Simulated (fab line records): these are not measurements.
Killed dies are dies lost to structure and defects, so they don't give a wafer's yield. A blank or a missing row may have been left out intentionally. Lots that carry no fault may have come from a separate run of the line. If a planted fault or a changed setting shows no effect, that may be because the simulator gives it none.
Which tool is to blame? -- flow n5_finfet -- route of 1938 steps, sampled at 1 step: 6 lots, 17 wafers

## WHAT EACH GAUGE READ, for each wafer
N5_FIN_SAQP_OCD_MEAS_76.
lot,measured,on,trench_depth_nm (nm)
L992,day 2 21:46,ocd-02,119.9 120.0 120.4
L994,day 3 10:14,ocd-01,119.5 117.8 118.2
L997,day 4 03:20,ocd-02,122.9 119.0 118.7
L105,day 6 03:13,ocd-01,119.1 121.0
L110,day 7 09:33,ocd-02,121.3 118.0 124.5
L112,day 7 20:35,ocd-02,118.8 118.1 120.0

## WHAT TOOL EACH LOT RAN ON (gives the tool, then ch and the chambers of the sampled wafers, and finally the start)
Record: no process step prior to these readings.

## THE ANSWER, worked out from the rows above alone
Rule: what is usual is taken from the lots themselves. The widest of any qualifying gaps counts: lots, ordered by their means at a reading, are off when they make up no more than a third of the lots, leave a main group of 4 or more, and stand apart from it by 3 or more times the standard deviation of that group's means. The tables above print the reading to a certain number of digits; a main group whose means all agree to those digits is not used. Also off: a lot with no number at a reading for which 4 or more lots have one. All remaining lots with rows at the step are treated as sound.
None of the lots is off at any reading shown; this tells nothing.

## WHAT THE SIMULATOR HAD PUT IN
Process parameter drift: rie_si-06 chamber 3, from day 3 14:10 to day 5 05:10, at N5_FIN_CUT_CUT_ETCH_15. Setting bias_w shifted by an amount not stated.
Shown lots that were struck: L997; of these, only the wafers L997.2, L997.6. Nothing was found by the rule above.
